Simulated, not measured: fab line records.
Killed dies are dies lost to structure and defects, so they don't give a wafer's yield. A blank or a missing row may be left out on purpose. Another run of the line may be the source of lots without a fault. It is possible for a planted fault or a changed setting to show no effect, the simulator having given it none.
Code-filled problem report in 8D (eight disciplines) form    flow nand_harc    the parts of the form that need people (team, actions taken, sign-off) are left out

== 1. THE ISSUE ==
chamber_pressure_mTorr at NHARC_A_BONDPAD_STRIP_15 reads a mean of 43.33 mTorr on 1 wafer of 1 lot; wafers without a fault read 60.00 mTorr with a standard deviation of 0.056. That is -99 or more standard deviations from the usual mean.
The step: strips in O2.
Seen first at day 21 05:32 on rie_diel-13, wafer L357.1. At this step, 30 wafers from 10 lots have a number in the record. Rule for "out", or "out of limits": more than 4 standard deviations from the usual mean. All remaining wafers that have a number are taken as sound.

== 2. WHAT IT IS; WHAT IT IS NOT ==
question                     is                      is not
which readings at this step  chamber_pressure_mTorr  drypump_motor_current_A, oes_product_au, rf_vpp_V, showerhead_plenum_p_Torr, throttle_valve_pct
which lots                   L357                    L344, L345, L346, L347, L349, L354, L365, L366, L367
which wafers of those lots   L357.1                  L357.4, L357.5
read on which tools          rie_diel-13             rie_diel-09, rie_diel-10
when                         from day 21 05:32       up to then (20 sound wafers); but 9 sound wafers of L365, L366, L367 came after

== 3. WHAT RULES OUT EACH SUSPECT ==
Counting: a tool at a process step up to the reading stays a suspect if it ran every lot that is out. Sound lots after the first of them don't rule it out here, since some wafers of a struck lot are sound.
- rie_diel-13 at NHARC_A_BONDPAD_STRIP_15 (strips in O2): kept. The lot that is out, L357, ran on it at day 21 05:32; the last sound lot it ran before that was L354, at day 20 07:49. On those wafers its own readings are out: chamber_pressure_mTorr.
- In rie_diel-13 at NHARC_A_BONDPAD_STRIP_15, the wafers that are out were processed in chamber 2 and their sound lot-mates in chambers 1, 3.
Remaining after the count: rie_diel-13 at NHARC_A_BONDPAD_STRIP_15.

== 4. THE CAUSE (what the simulator had put in) ==
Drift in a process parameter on rie_diel-13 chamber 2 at NHARC_A_BONDPAD_STRIP_15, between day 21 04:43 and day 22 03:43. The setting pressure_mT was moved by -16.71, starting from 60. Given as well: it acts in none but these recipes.
This tool alone remained once counting was done.

== 5. THE CHAIN OF EFFECTS, in route order ==
Each row: a reading where the mean over the struck wafers with a number is more than 3 standard deviations away from the usual. Only readings for which the record gives a usual standard deviation are gone through. hours: the time from each lot's start at the first step in this table that gives one to its start at this step, as a median over the lots. sigmas: the change in usual standard deviations.
hours  step                      reading                 usual        on struck wafers  change  sigmas
0      NHARC_A_BONDPAD_STRIP_15  chamber_pressure_mTorr  60.00 mTorr  43.33             -16.67  -99 or more
The process steps in it:
- NHARC_A_BONDPAD_STRIP_15: strips in O2.
Later steps that measure or inspect, where all struck wafers having a row at the step show a number for every such reading and not one has moved that far: NHARC_END_SORT_01.

== 6. WHAT WOULD HAVE CAUGHT IT SOONER ==
In this record the first reading out of limits was taken at day 21 05:32, 1 hour after the fault began at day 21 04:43.
